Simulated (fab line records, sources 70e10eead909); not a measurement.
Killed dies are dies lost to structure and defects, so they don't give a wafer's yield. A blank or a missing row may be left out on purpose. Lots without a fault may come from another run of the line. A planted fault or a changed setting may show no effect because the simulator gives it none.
A struck lot beside a sound one | flow nand_harc | 29 steps out of a route of 1302
Sound: wafers L940.4, L940.5, L940.6. Struck: wafers L937.1, L937.2, L937.4. The cause comes at the end.
At each step with rows: each side's tool, then ch and its chambers, then its first start. Under that, the readings that differ: sound wafers | struck wafers | difference of the means | sigmas: that difference in standard deviations of wafers without a fault.
alike: readings whose means differ by less than 2 such deviations, and words and numbers that are the same on both sides. not compared: withheld readings, readings that some wafer has no value for, bounds like >300 that may hide the same value, and numbers for which the record gives no deviation and whose values overlap.
The two part at a step that has a row with sigmas, a row that says differs or no value, or rows on one side only. Numbers that don't overlap but have no deviation are shown without sigmas and don't part them. A reading that every wafer of one side lacks parts them only if that side has two wafers or more.

first, 1 step without rows for these wafers: NHARC_A_CHANNEL_HOLE_D2_DEVELOP_09 (develop time 35 s).
NHARC_A_CHANNEL_HOLE_D2_CD_MEAS_10: target cd 100 nm.
  sound on cd_sem-02 ch 0, day 17 13:14; struck on cd_sem-02 ch 0, day 16 21:11
  alike: cd_nm
NHARC_A_CHANNEL_HOLE_D2_OVL_MEAS_11:
  sound on overlay-02, day 17 13:19; struck on overlay-01, day 16 21:17
  reading           | sound          | struck      | difference | sigmas
  overlay_y_nm (nm) | -2.2 -2.3 -2.1 | 0.5 0.5 0.7 | +2.8       | +3
  alike: overlay_x_nm
NHARC_A_CHANNEL_HOLE_D2_INSPECT_12:
  sound on defect_inspect-02, day 17 13:22; struck on defect_inspect-02, day 16 21:19
  alike: raw_defect_count
then, 5 steps without rows for these wafers: NHARC_A_CHANNEL_HOLE_D2_DESCUM_15 (chemistry O2, time 3 s); NHARC_A_CHANNEL_HOLE_D2_ETCH_38 (etches the open film in CF4, target depth 39 nm, time 65 s); NHARC_A_CHANNEL_HOLE_D2_ETCH_39 (etches the open film in N2/H2, target depth 260 nm, time 325 s); NHARC_A_CHANNEL_HOLE_D2_ETCH_34 (etches the open film in CF4/CHF3, target depth 154 nm, time 77 s); NHARC_A_CHANNEL_HOLE_D2_ETCH_16 (etches the open film in O2/COS, target depth 3100 nm, time 806 s).
NHARC_A_CHANNEL_HOLE_D2_CD_MEAS_18:
  sound on cd_sem-01, day 17 14:32; struck on cd_sem-02, day 16 22:30
  alike: cd_nm
NHARC_A_CHANNEL_HOLE_D2_ETCH_19: etches the open film in C4F8/O2/Ar, time 34.5 s.
  sound on har_etch-02 ch 0,1, day 17 22:24; struck on har_etch-01 ch 0,1, day 16 22:34
  alike: bias_v, c4f8_flow_sccm, drypump_motor_current_A, showerhead_plenum_p_Torr, throttle_valve_pct
  not compared: rf_hours_counter_h
NHARC_A_CHANNEL_HOLE_D2_ETCH_20: etches the open film in C4F8/O2/Ar, time 361.9 s, target depth 1600 nm.
  sound on har_etch-02 ch 0,1, day 17 22:37; struck on har_etch-01 ch 0,1, day 16 22:41
  alike: c4f8_flow_sccm, chamber_pressure_mTorr, drypump_motor_current_A, showerhead_plenum_p_Torr, throttle_valve_pct
  not compared: rf_hours_counter_h
NHARC_A_CHANNEL_HOLE_D2_ETCH_21: etches the open film in C4F8/O2/Ar, time 514.3 s, target depth 1600 nm.
  sound on har_etch-02 ch 0,1, day 17 22:59; struck on har_etch-01 ch 0,1, day 16 23:00
  no value came back on the struck wafers for any of 6 readings (c4f8_flow_sccm (sccm), chamber_pressure_mTorr (mTorr) and others); on the sound wafers c4f8_flow_sccm (sccm) reads 88.85 89.13 89.47
  not compared: rf_hours_counter_h
NHARC_A_CHANNEL_HOLE_D2_ETCH_22: etches the open film in C4F8/O2/Ar, time 666.7 s, target depth 1600 nm.
  sound on har_etch-02 ch 0,1, day 17 23:29; struck on har_etch-01 ch 0,1, day 16 23:26
  alike: c4f8_flow_sccm, chamber_pressure_mTorr, drypump_motor_current_A, showerhead_plenum_p_Torr, throttle_valve_pct
  not compared: rf_hours_counter_h
then, 1 step without rows for these wafers: NHARC_A_CHANNEL_HOLE_D2_ETCH_23 (etches the open film in C4F8/O2/Ar, time 819 s, target depth 1600 nm).
NHARC_A_CHANNEL_HOLE_D2_ETCH_24: etches the open film in C4F8/O2/Ar, time 906.2 s, target depth 1500 nm.
  sound on har_etch-02 ch 0,1, day 18 00:52; struck on har_etch-01 ch 0,1, day 17 00:43
  alike: c4f8_flow_sccm, chamber_pressure_mTorr, drypump_motor_current_A, showerhead_plenum_p_Torr, throttle_valve_pct
  not compared: rf_hours_counter_h
NHARC_A_CHANNEL_HOLE_D2_ETCH_25: etches the open film in C4F8/O2/Ar, time 1040.2 s, target depth 1500 nm.
  sound on har_etch-02 ch 0,1, day 18 01:41; struck on har_etch-01 ch 0,1, day 17 01:29
  alike: c4f8_flow_sccm, chamber_pressure_mTorr, drypump_motor_current_A, showerhead_plenum_p_Torr, throttle_valve_pct
  not compared: rf_hours_counter_h
then, 5 steps without rows for these wafers: NHARC_A_CHANNEL_HOLE_D2_ETCH_26 (etches the open film in C4F8/O2/Ar, time 224.1 s, target depth 300 nm); NHARC_A_CHANNEL_HOLE_D2_ETCH_27 (etches the open film in C4F8/O2/Ar, time 90 s, target depth 400 nm); NHARC_A_CHANNEL_HOLE_D2_STRIP_41 (strips in N2/H2); NHARC_A_CHANNEL_HOLE_D2_STRIP_42 (strips in CF4/CHF3); NHARC_A_CHANNEL_HOLE_D2_STRIP_43 (strips in O2/COS).
NHARC_A_CHANNEL_HOLE_D2_ETCH_44: etches the open film in CF4/O2, target depth 140 nm, overetch 14 nm, time 77 s.
  sound on rie_diel-04 ch 1,2, day 18 03:04; struck on rie_diel-04 ch 0,2,3, day 17 03:19
  alike: bias_w, cf4_flow_sccm, drypump_motor_current_A, oes_ar_750_au, oes_product_au, rf_vpp_V, showerhead_plenum_p_Torr, throttle_valve_pct
  not compared: rf_hours_counter_h, model.A_CHANNEL_HOLE_D2.cd_nm
then, 3 steps without rows for these wafers: NHARC_A_CHANNEL_HOLE_D2_STRIP_28 (strips in O2); NHARC_A_CHANNEL_HOLE_D2_PRECLEAN_29 (cleans in SC1); NHARC_A_CHANNEL_HOLE_D2_SRD_30.
NHARC_A_CHANNEL_HOLE_D2_CD_MEAS_31:
  sound on cd_sem-03, day 18 03:52; struck on cd_sem-03, day 17 04:08
  reading    | sound          | struck      | difference | sigmas
  cd_nm (nm) | 90.4 92.2 90.3 | 3.4 0.0 0.7 | -89.6      | -56
NHARC_A_CHANNEL_HOLE_D2_XSEM_32:
  sound on xsem-01 ch 0, day 18 03:58; struck on xsem-01 ch 0, day 17 04:14
  reading        | sound          | struck         | difference | sigmas
  bot_cd_nm (nm) | 75.5 77.0 74.4 | 3.5 0.7 1.2    | -73.8      | -43
  bow_nm (nm)    | 8.95 9.04 8.98 | 0.25 0.25 0.25 | -8.74      | -36
  alike: tilt_deg
NHARC_A_CHANNEL_HOLE_D2_INSPECT_40:
  sound on defect_inspect-02, day 18 04:02; struck on defect_inspect-01, day 17 04:20
  alike: raw_defect_count

WHERE THEY PART
First at NHARC_A_CHANNEL_HOLE_D2_OVL_MEAS_11; last, within this record, at NHARC_A_CHANNEL_HOLE_D2_XSEM_32. Later steps at which nothing parts them and some readings are alike: NHARC_A_CHANNEL_HOLE_D2_INSPECT_40.

WHY: what the simulator had put in
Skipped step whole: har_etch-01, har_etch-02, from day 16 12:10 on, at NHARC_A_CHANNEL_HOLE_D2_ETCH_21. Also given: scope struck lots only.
